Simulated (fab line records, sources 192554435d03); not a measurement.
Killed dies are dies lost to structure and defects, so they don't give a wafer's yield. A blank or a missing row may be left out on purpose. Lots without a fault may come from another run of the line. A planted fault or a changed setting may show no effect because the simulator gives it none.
Chamber matching | flow n5_finfet | N5_MOL_CONTACT_COAG_ALD_20 on ald_metal-03: 4 sister chambers
The step deposits TiN, target thk 1.5 nm, pulse time 1 s, purge time 3 s. 8 wafers are shown with their chamber, then 12 later ones without.

WAFERS WITH THEIR CHAMBER
wafer  | chamber | heater_power_w (W) | precursor_pulse_height_rel
L089.5 | 1       | 897                | 1.022
L090.2 | 0       | 844                | 0.998
L090.4 | 1       | 900                | 0.980
L091.4 | 2       | 802                | 1.010
L091.6 | 3       | 886                | 0.982
L092.4 | 2       | 795                | 1.032
L092.5 | 0       | 848                | 0.968
L092.6 | 3       | 906                | 1.010

WAFERS WITHOUT THEIR CHAMBER
wafer  | heater_power_w (W) | precursor_pulse_height_rel
L093.1 | 796                | 1.001
L093.2 | 918                | 1.048
L093.4 | 897                | 1.014
L095.1 | 832                | 0.975
L095.4 | 911                | 0.992
L095.5 | 805                | 1.014
L096.3 | 801                | 1.022
L096.5 | 907                | 1.008
L096.6 | 783                | 1.036
L097.1 | 896                | 1.005
L097.5 | 785                | 1.014
L097.6 | 932                | 1.031

WHICH CHAMBER EACH WENT THROUGH
wafer  | from the rows above     | in truth
L093.1 | 2                       | 2
L093.2 | can't be placed: 1 or 3 | 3
L093.4 | can't be placed: 1 or 3 | 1
L095.1 | 0                       | 0
L095.4 | can't be placed: 1 or 3 | 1
L095.5 | 2                       | 2
L096.3 | 2                       | 2
L096.5 | can't be placed: 1 or 3 | 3
L096.6 | 2                       | 2
L097.1 | can't be placed: 1 or 3 | 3
L097.5 | 2                       | 2
L097.6 | can't be placed: 1 or 3 | 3
Placed correctly: 6 of 12. Can't be placed from these rows: 6 (the true chamber is among the candidates in 6). Placed wrongly: 0.
How it was worked out, from the rows above alone: a wafer's distance from a chamber is the root of the sum, over the readings, of the square of ((its reading less the chamber's mean) divided by the reading's scatter). The wafer belongs to the nearest chamber; if the next one is less than 2 further off, it can't be placed. A chamber's mean is the mean of its shown wafers. The scatter: the root of (the sum of the squares of (reading less its chamber's mean) over the shown wafers, divided by (wafers less chambers)).
